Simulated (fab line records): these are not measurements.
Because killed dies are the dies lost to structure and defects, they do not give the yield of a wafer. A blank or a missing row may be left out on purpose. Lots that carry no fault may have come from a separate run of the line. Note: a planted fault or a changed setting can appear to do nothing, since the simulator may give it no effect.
Matching of chambers :: flow n5Finfet :: 3 sister chambers for N5_BEOL_M10_CURE_71 on uvCure-01
The step cures SiCOH lowk, time 240 s. 18 wafers are shown with their chamber, then 9 later ones without.

== EACH WAFER AND ITS CHAMBER ==
wafer: L079.1
chamber: 1
wafer_temp_C_max: 387.0
lampPowerPct (%): 52.31

wafer: L079.4
chamber: 1
wafer_temp_C_max: 386.8
lampPowerPct (%): 52.27

wafer: L079.5
chamber: 1
wafer_temp_C_max: 386.6
lampPowerPct (%): 52.26

wafer: L081.2
chamber: 0
wafer_temp_C_max: 386.2
lampPowerPct (%): 52.30

wafer: L081.3
chamber: 0
wafer_temp_C_max: 385.9
lampPowerPct (%): 52.38

wafer: L081.6
chamber: 0
wafer_temp_C_max: 385.9
lampPowerPct (%): 52.37

wafer: L082.1
chamber: 2
wafer_temp_C_max: 386.6
lampPowerPct (%): 52.19

wafer: L082.4
chamber: 2
wafer_temp_C_max: 386.9
lampPowerPct (%): 52.34

wafer: L082.5
chamber: 2
wafer_temp_C_max: 386.5
lampPowerPct (%): 52.33

wafer: L089.2
chamber: 1
wafer_temp_C_max: 387.1
lampPowerPct (%): 52.35

wafer: L089.3
chamber: 1
wafer_temp_C_max: 387.1
lampPowerPct (%): 52.40

wafer: L089.4
chamber: 1
wafer_temp_C_max: 387.1
lampPowerPct (%): 52.35

wafer: L090.1
chamber: 0
wafer_temp_C_max: 385.6
lampPowerPct (%): 52.38

wafer: L090.3
chamber: 0
wafer_temp_C_max: 385.9
lampPowerPct (%): 52.20

wafer: L090.4
chamber: 0
wafer_temp_C_max: 385.7
lampPowerPct (%): 52.29

wafer: L087.1
chamber: 1
wafer_temp_C_max: 386.9
lampPowerPct (%): 52.30

wafer: L087.3
chamber: 1
wafer_temp_C_max: 386.6
lampPowerPct (%): 52.20

wafer: L087.5
chamber: 1
wafer_temp_C_max: 386.5
lampPowerPct (%): 52.28

SIGNATURES (averages over the wafers above)
reading: wafer_temp_C_max
chamber 0: 385.867
chamber 1: 386.856
chamber 2: 386.667
scatter within a chamber: 0.225

reading: lampPowerPct
chamber 0: 52.3200
chamber 1: 52.3022
chamber 2: 52.2867
scatter within a chamber: 0.067
Rule: for each reading, subtract the chamber's mean from the wafer's reading, divide by that reading's scatter and square the result; add these up over the readings and take the root, which gives the wafer's distance from the chamber. The wafer belongs to the nearest chamber; if the next one is less than 2 further off, it can't be placed. The scatter: the root of (the sum of the squares of (reading less its chamber's mean) over the shown wafers, divided by (wafers less chambers)).

== WAFERS WITH NO CHAMBER GIVEN ==
wafer: L091.3
wafer_temp_C_max: 387.4
lampPowerPct (%): 52.34

wafer: L091.4
wafer_temp_C_max: 386.6
lampPowerPct (%): 52.34

wafer: L091.5
wafer_temp_C_max: 386.6
lampPowerPct (%): 52.37

wafer: L092.4
wafer_temp_C_max: 385.7
lampPowerPct (%): 52.34

wafer: L092.5
wafer_temp_C_max: 386.2
lampPowerPct (%): 52.39

wafer: L092.6
wafer_temp_C_max: 385.5
lampPowerPct (%): 52.33

wafer: L097.2
wafer_temp_C_max: 385.9
lampPowerPct (%): 52.26

wafer: L097.3
wafer_temp_C_max: 385.8
lampPowerPct (%): 52.36

wafer: L097.5
wafer_temp_C_max: 386.0
lampPowerPct (%): 52.25

== WHICH CHAMBER EACH WENT THROUGH ==
wafer: L091.3
from the rows above: can't be placed: 1 or 2
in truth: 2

wafer: L091.4
from the rows above: can't be placed: 2 or 1
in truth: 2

wafer: L091.5
from the rows above: can't be placed: 2 or 1
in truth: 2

wafer: L092.4
from the rows above: 0
in truth: 0

wafer: L092.5
from the rows above: can't be placed: 0 or 2 or 1
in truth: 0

wafer: L092.6
from the rows above: 0
in truth: 0

wafer: L097.2
from the rows above: 0
in truth: 0

wafer: L097.3
from the rows above: 0
in truth: 0

wafer: L097.5
from the rows above: can't be placed: 0 or 2
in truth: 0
Correct placement for 4 of the 9. From these rows, 5 cannot be placed; in 5 the true chamber is one of the candidates. 0 placed wrongly.
